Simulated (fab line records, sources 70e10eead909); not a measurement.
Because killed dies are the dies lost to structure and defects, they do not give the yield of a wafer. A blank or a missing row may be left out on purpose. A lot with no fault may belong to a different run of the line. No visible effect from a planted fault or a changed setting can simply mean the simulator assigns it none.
Which tool was responsible?    flow nand_harc    10 lots with 30 wafers sampled at 9 steps, on a route of 1302 steps

## WHAT THE GAUGES READ, wafer by wafer
NHARC_A_ONON_D1_THK_MEAS_14: measures by ellipsometry. Usual: 1003 nm for thk_nm, sd 10.
lot   measured      on             thk_nm (nm)     flag
L259  day 8 08:47   film_metro-02  999 1002 1002   
L261  day 9 07:58   film_metro-01  1010 1010 1012  
L263  day 9 17:02   film_metro-01  997 997 999     
L269  day 12 08:59  film_metro-02  1016 1015 1017  
L270  day 12 18:28  film_metro-02  998 996 996     
L272  day 13 16:14  film_metro-02  986 988 987     
L273  day 14 00:05  film_metro-02  988 988 988     
L276  day 15 04:20  film_metro-02  1006 1008 1005  
L278  day 16 02:28  film_metro-01  1009 1009 1008  
L281  day 17 11:11  film_metro-02  991 993 992     

NHARC_A_ONON_D1_THK_MEAS_30: measures by ellipsometry. Usual: 1001 nm for thk_nm, sd 10.
lot   measured      on             thk_nm (nm)     flag
L259  day 8 19:06   film_metro-01  1015 1014 1017  
L261  day 9 17:49   film_metro-02  999 999 1000    
L263  day 10 03:01  film_metro-02  1003 1003 1002  
L269  day 12 21:50  film_metro-02  992 993 993     
L270  day 13 04:35  film_metro-01  983 982 981     
L272  day 14 04:44  film_metro-02  1002 1002 1002  
L273  day 14 13:13  film_metro-01  1002 1001 1002  
L276  day 15 14:24  film_metro-01  1004 1005 1002  
L278  day 16 13:20  film_metro-02  993 994 993     
L281  day 17 21:32  film_metro-02  999 1000 1000   

NHARC_A_CHANNEL_HOLE_D1_CD_MEAS_10: the cd target is 100 nm. Usual: 100.1 nm for cd_nm, sd 0.53.
lot   measured      on         cd_nm (nm)                     flag
L259  day 8 22:14   cd_sem-02  100.2 100.8 99.9               
L261  day 9 21:05   cd_sem-01  100.4 100.0 100.9              
L263  day 10 06:29  cd_sem-02  100.4 100.1 100.1              
L269  day 13 01:07  cd_sem-03  85.3 85.1 84.6 84.8 84.7 84.6  OFF
L270  day 13 07:45  cd_sem-01  87.4 87.6 88.6 87.6 87.5 88.3  OFF
L272  day 14 07:53  cd_sem-01  91.1 89.9 90.4 91.1 90.0 90.4  OFF
L273  day 14 20:26  cd_sem-03  89.5 90.6 89.8 89.2 90.9 89.8  OFF
L276  day 15 17:42  cd_sem-02  99.5 100.7 100.5               
L278  day 16 19:10  cd_sem-01  100.4 100.7 100.4              
L281  day 18 01:17  cd_sem-03  100.7 99.8 100.3               

NHARC_A_CHANNEL_HOLE_D1_CD_MEAS_18. Usual: 100 nm for cd_nm, sd 3.2.
lot   measured      on         cd_nm (nm)         flag
L259  day 8 23:44   cd_sem-01  93 99 98           
L261  day 9 22:23   cd_sem-02  95 98 105          
L263  day 10 07:47  cd_sem-02  100 98 96          
L269  day 13 09:52  cd_sem-01  88 81 86 89 81 86  OFF
L270  day 13 12:32  cd_sem-02  80 95 85 80 95 85  OFF
L272  day 14 12:11  cd_sem-01  92 87 95 92 87 94  
L273  day 15 00:09  cd_sem-03  86 93 95 86 93 95  
L276  day 15 18:59  cd_sem-02  100 102 102        
L278  day 16 20:28  cd_sem-02  106 101 104        
L281  day 18 02:35  cd_sem-03  95 101 95          

NHARC_A_CHANNEL_HOLE_D1_CD_MEAS_30. Usual: 90.9 nm for cd_nm, sd 1.8.
lot   measured      on         cd_nm (nm)                     flag
L259  day 9 05:20   cd_sem-03  89.5 92.8 87.1                 
L261  day 10 03:59  cd_sem-03  91.4 91.9 93.0                 
L263  day 10 16:07  cd_sem-01  93.7 91.7 92.0                 
L269  day 13 22:51  cd_sem-01  74.5 77.5 78.2 74.2 77.3 78.1  OFF
L270  day 13 22:52  cd_sem-03  79.0 76.8 82.2 78.6 76.9 81.7  OFF
L272  day 15 06:17  cd_sem-03  83.7 81.1 78.5 83.7 81.6 78.6  OFF
L273  day 15 12:08  cd_sem-02  77.6 80.8 80.1 77.9 80.3 80.3  OFF
L276  day 16 00:34  cd_sem-03  91.1 93.6 95.2                 
L278  day 17 02:08  cd_sem-01  90.7 93.2 94.4                 
L281  day 18 10:06  cd_sem-02  89.9 89.2 90.0                 

NHARC_END_SORT_01. Usual: killed_at_array 52, standard deviation 18; killed_at_other 1.0, standard deviation 1.4; killed_at_periphery 3.1, standard deviation 2.3; killed_dies 56, standard deviation 17; killed_open 3.0, standard deviation 1.7; killed_short 2.5, standard deviation 1.7.
lot   measured      on         killed_at_array  killed_at_other  killed_at_periphery  killed_dies  killed_open  killed_short  flag
L269  day 29 04:56  prober-02  124 216 207      6 3 5            1 1 4                131 220 216  3 2 3        0 4 5         OFF
L270  day 29 12:46  prober-02  166 45 124       2 1 1            3 2 1                171 48 126   2 5 3        3 8 3         OFF
L272  day 29 11:35  prober-01  60 63 68         1 1 4            2 4 3                63 68 75     2 1 4        1 2 0         
L273  day 30 14:38  prober-02  80 60 86         2 0 0            3 1 4                85 61 90     3 3 4        1 2 3         

## EACH LOT AND THE TOOL THAT RAN IT (in order: tool; ch and the chambers of the sampled wafers; start)
lot   NHARC_A_CHANNEL_HOLE_D1_DEP_01   NHARC_A_CHANNEL_HOLE_D1_EXPOSE_07   NHARC_A_CHANNEL_HOLE_D1_XSEM_31
L259  pecvd-04 ch 0,2, day 8 21:37     arfi_scanner-01 ch 0, day 8 22:05   xsem-02 ch 0, day 9 05:26
L261  pecvd-02 ch 0,2, day 9 20:26     arfi_scanner-01 ch 0, day 9 20:57   xsem-02 ch 0, day 10 04:04
L263  pecvd-03 ch 1,2, day 10 05:48    arfi_scanner-03 ch 0, day 10 06:21  xsem-02 ch 0, day 10 16:12
L269  pecvd-03 ch 0,1,2, day 13 00:25  arfi_scanner-01 ch 0, day 13 00:58  xsem-02 ch 0, day 14 00:43
L270  pecvd-03 ch 1,2, day 13 07:11    arfi_scanner-01 ch 0, day 13 07:37  xsem-01 ch 0, day 14 01:29
L272  pecvd-02 ch 1,2, day 14 07:18    arfi_scanner-01 ch 0, day 14 07:45  xsem-02 ch 0, day 15 08:46
L273  pecvd-02 ch 0,2, day 14 19:45    arfi_scanner-01 ch 0, day 14 20:19  xsem-02 ch 0, day 15 16:25
L276  pecvd-03 ch 0,1,2, day 15 17:00  arfi_scanner-03 ch 0, day 15 17:34  xsem-01 ch 0, day 16 00:40
L278  pecvd-02 ch 0,1,2, day 16 18:27  arfi_scanner-02 ch 0, day 16 19:02  xsem-02 ch 0, day 17 02:14
L281  pecvd-03 ch 0,1,2, day 18 00:34  arfi_scanner-02 ch 0, day 18 01:09  xsem-01 ch 0, day 18 10:11
- NHARC_A_CHANNEL_HOLE_D1_DEP_01: deposits SiON, target thk 140 nm.
- NHARC_A_CHANNEL_HOLE_D1_EXPOSE_07: exposes mask HOLE D1, target cd 100 nm.
- NHARC_A_CHANNEL_HOLE_D1_XSEM_31

## AS READ BY THE TOOLS THEMSELVES (means over the sampled wafers that have a number; for cases with no such wafer, the mark the record gives instead)
NHARC_A_CHANNEL_HOLE_D1_DEP_01. Usual: 760 W for heater_power_w, sd 110.
lot   tool      heater_power_w (W)  flag
L259  pecvd-04  653                 
L261  pecvd-02  820                 
L263  pecvd-03  683                 
L269  pecvd-03  767                 
L270  pecvd-03  639                 
L272  pecvd-02  809                 
L273  pecvd-02  805                 
L276  pecvd-03  701                 
L278  pecvd-02  833                 
L281  pecvd-03  730                 

NHARC_A_CHANNEL_HOLE_D1_EXPOSE_07. Usual: exposure_dose_mJ_cm2 59.69, standard deviation 0.12; reticle_temp_C 23.04 C, standard deviation 0.1.
lot   tool             exposure_dose_mJ_cm2  reticle_temp_C (C)  flag
L259  arfi_scanner-01  59.79                 23.06               
L261  arfi_scanner-01  59.79                 23.12               
L263  arfi_scanner-03  59.61                 22.93               
L269  arfi_scanner-01  43.20                 23.15               OFF
L270  arfi_scanner-01  46.62                 22.93               OFF
L272  arfi_scanner-01  49.17                 22.90               OFF
L273  arfi_scanner-01  49.07                 23.15               OFF
L276  arfi_scanner-03  59.52                 23.00               
L278  arfi_scanner-02  59.59                 23.00               
L281  arfi_scanner-02  59.54                 23.01               

NHARC_A_CHANNEL_HOLE_D1_XSEM_31. Usual: bot_cd_nm 75.6 nm, standard deviation 1.8; bow_nm 8.7 nm, standard deviation 0.35; tilt_deg 0.08 degrees, standard deviation 0.033.
lot   tool     bot_cd_nm (nm)  bow_nm (nm)  tilt_deg (degrees)  flag
L259  xsem-02  75.5            9.0          0.09                
L261  xsem-02  77.4            8.8          0.04                
L263  xsem-02  76.6            9.1          0.09                
L269  xsem-02  61.4            8.4          0.07                OFF
L270  xsem-01  63.6            7.9          0.10                OFF
L272  xsem-02  65.5            8.6          0.15                OFF
L273  xsem-02  63.8            8.8          0.12                OFF
L276  xsem-01  77.0            8.3          0.14                
L278  xsem-02  77.4            8.8          0.08                
L281  xsem-01  75.2            9.1          0.09                

## THE ANSWER, worked out from the rows above alone
Rule: take the mean of a lot's wafers that have a number; if it is more than 3 standard deviations from the usual mean, the lot is off. Also off: a lot with no number at a reading for which 4 or more lots have one. Where the step has rows for the other lots, those lots are counted as sound. First the gauges in route order, then the tools' own readings, where a lot's mean is used as printed above. The first step at which some lot is off is used, and at that step the reading that is off furthest; a lot without a number counts as furthest.
Off: L269, L270, L272, L273 (NHARC_A_CHANNEL_HOLE_D1_CD_MEAS_10, cd_nm).
A tool fits if, at a process step before that reading, it ran every lot that is off, and no sound lot after the first of them. Not tried: the gauges at NHARC_A_CHANNEL_HOLE_D1_CD_MEAS_10; whatever is off there is also off at NHARC_A_CHANNEL_HOLE_D1_EXPOSE_07, on other tools, and gauge error can't account for it. One fits: NHARC_A_CHANNEL_HOLE_D1_EXPOSE_07 on arfi_scanner-01. Its last sound lot is L261 (day 9 20:57), its first lot that is off L269 (day 13 00:58): a fault that began between those two fits.
The tool's own readings at NHARC_A_CHANNEL_HOLE_D1_EXPOSE_07 bear it out: on the lots that are off they differ by more than 5 times the standard deviation of the sound lots' means. exposure_dose_mJ_cm2 reads 47.02 there against 59.64 on the sound lots.

## WHAT HAD BEEN PUT IN BY THE SIMULATOR
Process parameters drifting: arfi_scanner-01 at NHARC_A_CHANNEL_HOLE_D1_EXPOSE_07, beginning at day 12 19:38. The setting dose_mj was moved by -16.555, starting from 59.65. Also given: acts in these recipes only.
Lots struck among those shown: L269, L270, L272, L273. This agrees with what the rule above found.
